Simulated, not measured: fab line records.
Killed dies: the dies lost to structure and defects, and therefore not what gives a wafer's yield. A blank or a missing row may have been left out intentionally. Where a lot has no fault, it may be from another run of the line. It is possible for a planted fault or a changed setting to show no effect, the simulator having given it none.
fab line records | flow n5Finfet
record: lots: 4 | wafers: 12 | lastDay: 15
route steps=1938 shown MOL_CONTACT_COAG@542 PASSIVATION@1936
lots untouched by any fault: they come from a run of this same line in which no faults occurred
startH: the number of hours between the record's first day and the start of the first shown wafer of the lot | waitH: how many hours have passed since the lot's step before this one | " unchanged from the row above | L1.1+2: one row covering several wafers at once | - no value present, or no start provided | * or withheld: withheld | < > ~ a bound
route shown NAME@n: a module of which the file shows steps, and the number in the route of the first | usual: mean/standard deviation taken from wafers without a fault | same: alike in all rows | chamber/n: place in a boat | sites: the reading at each site | _std_site: the values' standard deviation | _edge_site: inner sites' mean taken away from outer sites' mean | radiusMm: how far each site lies from the wafer's centre | mask NAME#n: copy n | behind: the tool/chamber that last shaped the wafer | hold: why the lot went on hold/how many hours it stayed there/how the hold came to an end | device: whichever transistor did not switch (one of n, p or np) | end of line: tests run on the same wafers once the route is complete | for a step that has no rows: nothing shown but its recipe | killed: the dies lost at the first sort to structure and to defects; this is not the yield of the wafer | map: a wafer's dies, marking killed ones x, the rest . and places with no die _
set.NAME: the run value of the setting; set.NAME@STEP: its run value at that earlier step | model.NAME: the simulator's own value behind a step, which no gauge read
lots at selected steps of the route; one table per step, one row per wafer
services: a tool's chamber out of use, with start hour (startH, from the record's first day; less than 0 if before it), hours out, and reason
== steps ==
step: N5_MOL_CONTACT_COAG_PRECLEAN_111
recipe: chemistry: NF3:NH3 | afsCycles: 1 | tempC: 30 | timeS: 20 | sublimationTempC: 180 | sublimationTimeS: 60 | pressureTorr: 3 | rfPowerW: 30
step: N5_MOL_CONTACT_COAG_TI_SIL_19
recipe: material: Ti | targetThkA: 42 | tempC: 200 | chamberPressurePa: 5 | powerW: 5000 | timeS: 15
step: N5_MOL_CONTACT_COAG_ALD_20
recipe: material: TiN | targetThkA: 15 | tempC: 400 | aldPrecursorFamily: TiCl4 | aldCoReactant: NH3 | pulseTimeS: 1 | purgeTimeS: 3 | coReactantPurgeTimeS: 2 | coReactantPulseTimeS: 2 | aldCycles: 68 | pressureTorr: 3
step: N5_MOL_CONTACT_COAG_SIL_ANNEAL_21
recipe: tempC: 550 | timeS: 60 | ambient: N2
step: N5_MOL_CONTACT_COAG_PRE_CLEAN_141
recipe: gas: H2/He | timeS: 60 | tempC: 300
step: N5_MOL_CONTACT_COAG_SPUTTER_143
recipe: material: Co | targetThkA: 25 | tempC: 25 | chamberPressurePa: 0.2
step: N5_MOL_CONTACT_COAG_CO_FILL_22
recipe: material: Co | targetThkA: 200 | tempC: 200 | precursor: CCTBA/H2 | pressureTorr: 30
step: N5_MOL_CONTACT_COAG_ANNEAL_113
recipe: tempC: 400 | timeS: 300 | ambient: H2/N2
step: N5_MOL_CONTACT_COAG_PRE_CLEAN_142
recipe: gas: H2/He | timeS: 60 | tempC: 300
step: N5_MOL_CONTACT_COAG_SPUTTER_130
recipe: material: Co | targetThkA: 475 | tempC: 25 | chamberPressurePa: 0.5 | powerW: 3000
step: N5_MOL_CONTACT_COAG_PRECLEAN_125
recipe: chemistry: DIW | timeS: 57.5 | tempC: 23
step: N5_MOL_CONTACT_COAG_SRD_126
recipe: dryTimeS: 32 | dry: n2Spin | spinRpm: 1500
step: N5_MOL_CONTACT_COAG_CMP_23
recipe: stopOn: SiO2 | tOverpolishS: 1.5 | postCmpClean: cuAlkaline | downForcePsi: 2 | platenRpm: 50.289 | padVelocityMS: 1.0006 | targetThkNm: 0
usual: motorCurrentA: 8.2/0.78 | overpolishRunS: 1.501/0.0095 | timeToEndpointS: 9.8/2.5
same: tOverpolishS: 1.5
lot.wafer | tool   | chamber | startH | waitH | motorCurrentA | overpolishRunS | timeToEndpointS
L311.2    | cmp-04 | 0       | 141.17 | 0.1   | 8.0           | 1.503          | 5.4
L311.3    | "      | 1       | "      | "     | 7.7           | 1.506          | 8.5
L311.5    | "      | 2       | "      | "     | 8.2           | 1.500          | 5.6
L313.4    | cmp-04 | 0       | 163.72 | 0.1   | 7.3           | 1.495          | 8.2
L313.6    | "      | 1       | "      | "     | 7.8           | 1.495          | 8.9
L313.5    | "      | 2       | "      | "     | 8.1           | 1.497          | 8.7
L314.4    | cmp-04 | 0       | 163.83 | 0.1   | 7.4           | 1.497          | 11.0
L314.1    | "      | 3       | "      | "     | 7.2           | 1.500          | 10.8
L314.5    | "      | 1       | "      | "     | 7.6           | 1.510          | 11.9
L318.2    | cmp-03 | 2       | 184.64 | 0.1   | 9.1           | 1.501          | 10.7
L318.6    | "      | 1       | "      | "     | 8.2           | 1.474          | 9.8
L318.5    | "      | 2       | "      | "     | 9.5           | 1.496          | 11.4
step: N5_MOL_CONTACT_COAG_WET_ETCH_26
recipe: target: Co | targetDepthNm: 13
step: N5_MOL_CONTACT_COAG_WET_ETCH_116
recipe: chemistry: SC1-inhibited | targetDepthNm: 4.6 | dry: ipaMarangoni | rinseTimeS: 30 | rinseTempC: 23
step: N5_MOL_CONTACT_COAG_ALD_27
recipe: material: SiOC | targetThkA: 170 | tempC: 400 | aldPrecursorFamily: carbosiloxane | aldCoReactant: H2-plasma | pulseTimeS: 1.5 | timeS: 2720 | purgeTimeS: 2 | coReactantPurgeTimeS: 2 | aldCycles: 340 | pressureTorr: 2
step: N5_MOL_CONTACT_COAG_CMP_28
recipe: stopOn: SiNx | tOverpolishS: 0.85 | postCmpClean: alkalineBrush | downForcePsi: 4.15 | platenRpm: 51.8 | padVelocityMS: 1.0307 | targetThkNm: 14.522
step: N5_MOL_CONTACT_COAG_ALD_123
recipe: material: SiNx | targetThkA: 50 | tempC: 400 | aldPrecursorFamily: SiH2I2 | aldCoReactant: N2/H2-plasma | pulseTimeS: 1 | purgeTimeS: 2 | coReactantPurgeTimeS: 2 | aldCycles: 100 | pressureTorr: 2
step: N5_MOL_CONTACT_COAG_PECVD_31
recipe: material: SiO2 | targetThkA: 460 | tempC: 400 | precursor: TEOS/O2 | pressureTorr: 6.5 | rfW: withheld | teosFlowSccm: withheld | gas: O2 | flowSccm: 2650 | timeS: 8.9
step: N5_MOL_CONTACT_COAG_COAT_75
recipe: resist: SOC | tempC: 250 | timeS: 60 | spinRpm: 1500 | resistThkNm: 60
step: N5_MOL_CONTACT_COAG_COAT_76
recipe: resist: SiARC | tempC: 220 | timeS: 60 | spinRpm: 1500 | resistThkNm: 10
step: N5_MOL_CONTACT_COAG_COAT_77
recipe: resist: underlayer | tempC: 205 | timeS: 60 | spinRpm: 1500 | resistThkNm: 10
step: N5_MOL_CONTACT_COAG_COAT_78
recipe: resist: CAR-EUV | spinRpm: 1500 | resistThkNm: 40
step: N5_MOL_CONTACT_COAG_EBR_80
recipe: solvent: PGMEA | ebrWidthMm: 1.5
step: N5_MOL_CONTACT_COAG_SOFTBAKE_79
recipe: tempC: 110 | timeS: 60 | resist: CAR-EUV
step: N5_MOL_CONTACT_COAG_EXPOSE_81
recipe: maskId: VG | na: 0.33 | sourceShape: annular | sigmaInner: 0.3 | sigmaOuter: 0.7 | polarization: unpolarized | defocusNm: 0 | doseMj: 59.5
step: N5_MOL_CONTACT_COAG_PEB_82
recipe: pebTempC: 100 | pebTimeS: 60 | resist: CAR-EUV
step: N5_MOL_CONTACT_COAG_DEVELOP_83
recipe: developTimeS: 30 | developer: TMAH | resist: CAR-EUV | rinseLiquid: surfactantRinse | dry: airSpin | devTempC: 23
step: N5_MOL_CONTACT_COAG_DESCUM_88
recipe: chemistry: O2 | timeS: 7 | sourcePowerW: 50 | biasPowerW: 20 | pressureMtorr: 20 | rfFrequencyHz: 2.712e+07 | tempC: 40 | resist: CAR-EUV | o2FlowSccm: 225
step: N5_MOL_CONTACT_COAG_ETCH_89
recipe: chemistry: N2/H2 | target: underlayer | targetDepthA: 130 | maskMaterial: CAR-EUV | timeS: 10.4 | ionEnergyEv: 200 | pressureMtorr: 30 | sourceW: 840 | biasW: 150 | n2FlowSccm: 200 | h2FlowSccm: 200 | ends: cleared
step: N5_MOL_CONTACT_COAG_ETCH_90
recipe: chemistry: CF4 | target: SiARC | targetDepthA: 130 | maskMaterial: CAR-EUV | timeS: 21.7 | ionEnergyEv: 80 | pressureMtorr: 40 | sourceW: 545 | biasW: 36 | Ar_flow_sccm: 100 | cf4FlowSccm: 100 | ends: cleared
step: N5_MOL_CONTACT_COAG_ALD_131
recipe: material: SiO2 | targetThkA: 50 | tempC: 100 | aldPrecursorFamily: BDEAS | aldCoReactant: O2-plasma | pulseTimeS: 1 | coReactantPulseTimeS: 1 | purgeTimeS: 2 | coReactantPurgeTimeS: 2 | aldCycles: 35 | pressureTorr: 2
step: N5_MOL_CONTACT_COAG_ETCHBACK_132
recipe: chemistry: CHF3 | target: SiO2 | targetDepthA: 100 | timeS: 6.7 | ionEnergyEv: 200 | pressureMtorr: 30 | sourceW: 610 | biasW: 170 | Ar_flow_sccm: 200 | CHF3_flow_sccm: 50
step: N5_MOL_CONTACT_COAG_ETCH_91
recipe: chemistry: N2/H2 | target: SOC | targetDepthA: 600 | overetchA: 210 | maskMaterial: SiARC | tempC: 40 | timeS: 101.2 | ionEnergyEv: 200 | pressureMtorr: 30 | sourceW: 840 | biasW: 150 | n2FlowSccm: 200 | h2FlowSccm: 200
step: N5_MOL_CONTACT_COAG_STRIP_92
recipe: chemistry: N2/H2 | tempC: 40 | n2FlowSccm: 200 | h2FlowSccm: 200 | rfFrequencyHz: 6e+07
step: N5_MOL_CONTACT_COAG_STRIP_93
recipe: chemistry: N2/H2 | tempC: 40 | n2FlowSccm: 200 | h2FlowSccm: 200 | rfFrequencyHz: 6e+07
step: N5_PASSIVATION_PROBE_49
usual: defectLimitedYield: 91.0/1.5 | killed_at_M0_to_M3: 34/11 | killed_at_M4_up: 14/5.3 | killedAtContacts: 13/7 | killedAtFrontEnd: 41/13 | killedAtOther: 4/3.1 | killedDies: 106/17 | killedOnRim: 14/3.9 | killedOpen: 70/12 | killedShort: 35/8 | sort_bin_5_function: 5.2/0.98 | sort_bin_6_memory: 3.4/0.69 | sortNPass: 1074/17 | sortYieldPct: 91.0/1.5
same: grossDies: 1180 | killedAtBackSide: 0 | sort_bin_4_leakage[%]: 0 | sort_bin_8_speed[%]: 0
lot.wafer | tool      | chamber | startH | waitH | defectLimitedYield[%] | killed_at_M0_to_M3 | killed_at_M4_up | killedAtContacts | killedAtFrontEnd | killedAtOther | killedDies | killedOnRim | killedOpen | killedShort | sort_bin_5_function[%] | sort_bin_6_memory[%] | sortNPass | sortYieldPct[%]
L313.4    | prober-01 | -       | 318.06 | 0.2   | 51.0                  | 33                 | 3               | 485              | 54               | 3             | 578        | 87          | 71         | 29          | 29.6                   | 16.2                 | 602       | 51.0
L313.5    | prober-01 | -       | 318.11 | 0.2   | 48.6                  | 35                 | 7               | 532              | 31               | 1             | 606        | 84          | 54         | 23          | 32.3                   | 16.2                 | 574       | 48.6
L313.6    | prober-01 | -       | 318.16 | 0.3   | 48.6                  | 32                 | 5               | 523              | 45               | 2             | 607        | 73          | 58         | 30          | 33.4                   | 14.5                 | 573       | 48.6
L314.1    | prober-02 | -       | 339.59 | 0.0   | 50.7                  | 11                 | 8               | 517              | 43               | 3             | 582        | 83          | 46         | 30          | 29.9                   | 16.1                 | 598       | 50.7
L314.4    | prober-02 | -       | 339.74 | 0.2   | 49.2                  | 15                 | 9               | 522              | 45               | 8             | 599        | 73          | 58         | 24          | 31.9                   | 15.8                 | 581       | 49.2
L314.5    | prober-02 | -       | 339.79 | 0.2   | 49.2                  | 19                 | 3               | 531              | 44               | 2             | 599        | 81          | 49         | 31          | 33.2                   | 13.7                 | 581       | 49.2
killed by level:class
L313.4 MOL_CONTACT_COAG:unspecified=475 FIN_SAQP:geometricParticle:open=14 STI_FIN_REVEAL:geometricParticle:open=12 BEOL_M0_SAQP:geometricParticle:short=12 MOL_CONTACT_COAG:geometricParticle:open=8 FIN_SAQP:geometricParticle:short=7 BEOL_M0_SAQP:geometricParticle:open=7 DUMMY_GATE:geometricParticle:open=4
L313.5 MOL_CONTACT_COAG:unspecified=527 FIN_SAQP:geometricParticle:open=10 BEOL_M0_SAQP:geometricParticle:open=10 BEOL_M0_SAQP:geometricParticle:short=8 BEOL_M2:geometricParticle:open=7 BEOL_M2:geometricParticle:short=6 STI_FIN_REVEAL:geometricParticle:open=4 DUMMY_GATE:geometricParticle:open=4
L313.6 MOL_CONTACT_COAG:unspecified=519 STI_FIN_REVEAL:geometricParticle:open=10 FIN_SAQP:geometricParticle:short=9 BEOL_M0_SAQP:geometricParticle:short=8 BEOL_M0_SAQP:geometricParticle:open=7 FIN_SAQP:geometricParticle:open=6 GATE_CUT:geometricParticle:open=6 BEOL_M2:geometricParticle:open=5
L314.1 MOL_CONTACT_COAG:unspecified=504 STI_FIN_REVEAL:geometricParticle:open=19 MOL_CONTACT_COAG:geometricParticle:open=9 FIN_SAQP:geometricParticle:short=8 STI_FIN_REVEAL:geometricParticle:short=6 MOL_CONTACT_COAG:geometricParticle:short=4 FIN_SAQP:geometricParticle:open=3 BEOL_M0_SAQP:geometricParticle:short=3
L314.4 MOL_CONTACT_COAG:unspecified=516 STI_FIN_REVEAL:geometricParticle:open=15 FIN_SAQP:geometricParticle:open=7 FIN_SAQP:geometricParticle:short=6 STI_FIN_REVEAL:geometricParticle:short=4 DUMMY_GATE:geometricParticle:open=4 BEOL_M0_SAQP:geometricParticle:open=4 BEOL_M0_SAQP:geometricParticle:short=4
L314.5 MOL_CONTACT_COAG:unspecified=519 STI_FIN_REVEAL:geometricParticle:open=13 FIN_SAQP:geometricParticle:open=9 FIN_SAQP:geometricParticle:short=8 MOL_CONTACT_COAG:geometricParticle:open=8 BEOL_M0_SAQP:geometricParticle:open=5 MOL_CONTACT_COAG:geometricParticle:short=4 BEOL_M0_SAQP:geometricParticle:short=4
map L313.6 (x killed, . not)
_________________xxx.xx.xxxx.________________
______________x.xx.x..xx...x...x_____________
___________x.....x.x..xxxxxx..xx..x__________
__________.xxx.x....xx..x.xx..xx...._________
________x.xx.xxx...xxx.xxx...xxx..x.x._______
_______..xx.xxx..xxx..x.xxx..x.x..xxxx.______
______xx..xxxxx.x......x.xxx.x..x.xxxx.x_____
_____..x.....x......x.x.x.xxx.xxxxx..xxx.____
____x.xx.xx.xxx.xx...x..xxxx.xxx...x...x..___
___..xxxx.x.xx.xx.xxxx.xxxx.x.xxxxxx.x...xx__
___.xxxx..x..xx.xxx.x..xxxxx.x.x.x.x.x.x.xx__
__x.x....x....x......x...xx.xx..x..x..x..x.x_
__..xx...x...x.x.x.x.xx.....xx.x.x..xx..xxx._
_.x...x...x.xxxxx.x.xx.x..xx..xx..x.x..x.x.x.
_.x.......xxxxx..x.xxx......xxxx..xxxx....xxx
_..xxx..xxxxxxx.xx....xxxxx..x..x..x.x.x..x..
_xxx....x.x....xx.x.....xxx.x...x.x.....xxxx.
_.x.x........xx.xx.x....xxx.xx....x.x...xxxxx
_....xx.xxxx.xxxxxxxxx.x...xx..xxxx.xx.xx...x
_.x.xx.xxxx.x.xx.xxxxx..x.x...xx....xxxxxx..x
_.xxxx...x.xxx.....xx.x..x.xxxx..x.xx.xx...x.
__x..xx.x.x.xxxx.xx..xxx..xxxxx..xxxxxxx.x.x_
__xxx....x...xxxxx..x..x.....xxxx.x..xx..x.._
___.x.x..x..xxxxx...x..xx.....x....x.x...x.__
___xx.....xx.x.x.x.x.x...x.xxx......xx.x..x__
____x..xxx.x.xx..x.xx.xxx...x.x..xxx....xx___
_____.xx...xxx.x.xx...xxxxx.xxxx...xx.x.x____
______.xx.xxx..xxxxxxxx.xx.xxx.x....xx.x_____
_______x.x...x.x.x...xxx...x...xxxxxxx.______
________.xx....xxxx.x...xx.xxxxx.xx.xx_______
__________x..x...xx...xxxx......xx.x_________
___________....xxx.x..x.xxxxxxx..x.__________
______________....xx.x.xx.xxxxx._____________
_________________xx.xx..xx.x.________________
map L314.4 (x killed, . not)
_________________xx..x......x________________
______________xxx.xx.xx.xxx....._____________
___________x....x.x..x..x.x...xxxxx__________
__________x..x..xxx..x.x..x.xx..x.xx_________
________.......x.x..xx.....xxxx.xxx..x_______
_______x..x.x.xx...xx...x.xxxxxx.x.x..x______
______..xx......xx...x.xx.xx.x..xx..x.xx_____
_____x.x.xxx.x...xx.xx..xxxx.xxxxx.xx..xx____
____...xx.....xxx...x..xxx.xx.xxxx...xx...___
___xxxx...x..xx..xxx.xxx..xxx.....x..x...x.__
___..xx.x.xxxxxx.xx.xx.xxx.xx.xxxxx...xxxxx__
__x......x.xx.x.x..x...x..xxx.x..xx..xx.x.x._
__x.x..x.x.x...x..x.x.xxx...x.x.xx.xx.x.x..._
_xxxx..xxx.x..x..x.xx..xxxx.x..xxxxxxx..x.xxx
_..xx.x.x.xxx.x.xxxx..x...x.xx...x.....x..x.x
_..xx.xxx....x...x.xxx.x.xxxx.xx...xxxxxxx..x
_..xxx.x.....x...x..x.x..xxxxxxxx.xxxx.xxx.x.
_xx.....x...xxxx.xxx......xxx..x...x...x..xxx
_x...xx...xx.xxxxx...xxxxx.....x..x.x.......x
_.x..xx.xxxx.x.x.xx..xx..x....x.x.....x..x...
_.x.x.xxxx..x.x.xxxxxxx..xxxxxxxxx.xx........
__x..x..x.x.xx.xx..xx.xx.....x...xxx..xxx..._
__x...x.xx.x..xxxx..xx..x.xxx.....x...xxxx.x_
___...xxxxx.xx.....xxx..x.x.xxx.x.xx...x...__
___xxxx...x.x.x...xxxxxxx..xxxxx..xx.x.x...__
____..xxx.xxx.x....x..xxx.x.x.x.xxx...x.xx___
_____xxxx..x.x...xxxxx....xxxxxx...x.x.x.____
______x.x..x..xx.xx.x.x.x..xxx.x....x.x._____
_______x.xxx..x.x.xx.x.x.xx.x.x..xxx.xx______
________xxxx..xxx.xx..xxxx.x..xxxx.x.._______
__________x..x...xx..x..xx.xxxxx.x.x_________
___________.x..xxxx.x..x......xxx.x__________
______________x..xxx.x.xx..x.xx._____________
_________________........x.xx________________
== services ==
tool   | chamber | startH | hours | kind
cmp-03 | -       | 127.15 | 1.9   | repair
== key ==
firstSign: step: N5_PASSIVATION_PROBE_49 | reading: killedAtContacts | direction: up | sigmas: 72 | usual: 13 | struck: 518
effect: step: N5_PASSIVATION_PROBE_49 | reading: defectLimitedYield | direction: down | sigmas: 28 | usual: 91.0 | struck: 49.6
moreKillsBornAt: N5_MOL_CONTACT_COAG_CMP_23@cmp-04: 3060
metAt N5_MOL_CONTACT_COAG_CMP_23
struckWafers L313.4,L313.5,L313.6,L314.1,L314.4,L314.5
onsetBetween 141.17 163.72
fault: kind: chamberParticleSource | tool: cmp-04 | chamber: - | onsetH: 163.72 | steps: N5_MOL_CONTACT_COAG_CMP_23 | ratePerVisitCm2: 1.1387 | endH: 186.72
